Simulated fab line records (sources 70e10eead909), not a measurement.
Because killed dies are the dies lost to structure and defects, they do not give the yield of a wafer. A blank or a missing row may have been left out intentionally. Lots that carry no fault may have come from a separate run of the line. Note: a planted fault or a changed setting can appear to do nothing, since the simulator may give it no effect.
Matching of chambers || flow nand_harc || NHARC_A_BONDPAD_DEP_00 on pecvd-02: 3 sister chambers
The step deposits SiCN, target thk 250 nm. 18 wafers are shown with their chamber, then 9 later ones without.

## WAFERS, EACH WITH ITS CHAMBER
{"wafer": "L075.1", "chamber": 2, "heater_power_w (W)": 599}
{"wafer": "L075.4", "chamber": 0, "heater_power_w (W)": 755}
{"wafer": "L075.5", "chamber": 1, "heater_power_w (W)": 500}
{"wafer": "L076.1", "chamber": 1, "heater_power_w (W)": 614}
{"wafer": "L076.3", "chamber": 2, "heater_power_w (W)": 662}
{"wafer": "L076.4", "chamber": 2, "heater_power_w (W)": 683}
{"wafer": "L084.1", "chamber": 1, "heater_power_w (W)": 615}
{"wafer": "L084.3", "chamber": 0, "heater_power_w (W)": 723}
{"wafer": "L084.5", "chamber": 2, "heater_power_w (W)": 583}
{"wafer": "L086.3", "chamber": 1, "heater_power_w (W)": 583}
{"wafer": "L086.4", "chamber": 0, "heater_power_w (W)": 812}
{"wafer": "L086.5", "chamber": 1, "heater_power_w (W)": 606}
{"wafer": "L085.2", "chamber": 1, "heater_power_w (W)": 611}
{"wafer": "L085.3", "chamber": 0, "heater_power_w (W)": 770}
{"wafer": "L085.6", "chamber": 2, "heater_power_w (W)": 663}
{"wafer": "L090.1", "chamber": 2, "heater_power_w (W)": 559}
{"wafer": "L090.5", "chamber": 2, "heater_power_w (W)": 579}
{"wafer": "L090.6", "chamber": 1, "heater_power_w (W)": 617}

SIGNATURES (averages over the wafers above)
{"reading": "heater_power_w", "chamber 0": 765.00, "chamber 1": 592.29, "chamber 2": 618.29, "scatter within a chamber": 44.4}
Rule: a wafer's distance from a chamber is the root of the sum, over the readings, of the square of ((its reading less the chamber's mean) divided by the reading's scatter). The wafer belongs to the nearest chamber; if the next one is less than 2 further off, it can't be placed. The scatter: the root of (the sum of the squares of (reading less its chamber's mean) over the shown wafers, divided by (wafers less chambers)).

## WAFERS WITH NO CHAMBER GIVEN
{"wafer": "L093.3", "heater_power_w (W)": 809}
{"wafer": "L093.5", "heater_power_w (W)": 799}
{"wafer": "L093.6", "heater_power_w (W)": 556}
{"wafer": "L096.1", "heater_power_w (W)": 577}
{"wafer": "L096.2", "heater_power_w (W)": 810}
{"wafer": "L096.3", "heater_power_w (W)": 664}
{"wafer": "L097.2", "heater_power_w (W)": 758}
{"wafer": "L097.3", "heater_power_w (W)": 545}
{"wafer": "L097.5", "heater_power_w (W)": 661}

## THE CHAMBER EACH PASSED THROUGH
{"wafer": "L093.3", "from the rows above": 0, "in truth": 0}
{"wafer": "L093.5", "from the rows above": 0, "in truth": 0}
{"wafer": "L093.6", "from the rows above": "can't be placed: 1 or 2", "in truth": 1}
{"wafer": "L096.1", "from the rows above": "can't be placed: 1 or 2", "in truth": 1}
{"wafer": "L096.2", "from the rows above": 0, "in truth": 0}
{"wafer": "L096.3", "from the rows above": "can't be placed: 2 or 1 or 0", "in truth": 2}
{"wafer": "L097.2", "from the rows above": 0, "in truth": 0}
{"wafer": "L097.3", "from the rows above": "can't be placed: 1 or 2", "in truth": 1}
{"wafer": "L097.5", "from the rows above": "can't be placed: 2 or 1 or 0", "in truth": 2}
Correct placement for 4 of the 9. Can't be placed from these rows: 5 (the true chamber is among the candidates in 5). 0 placed wrongly.
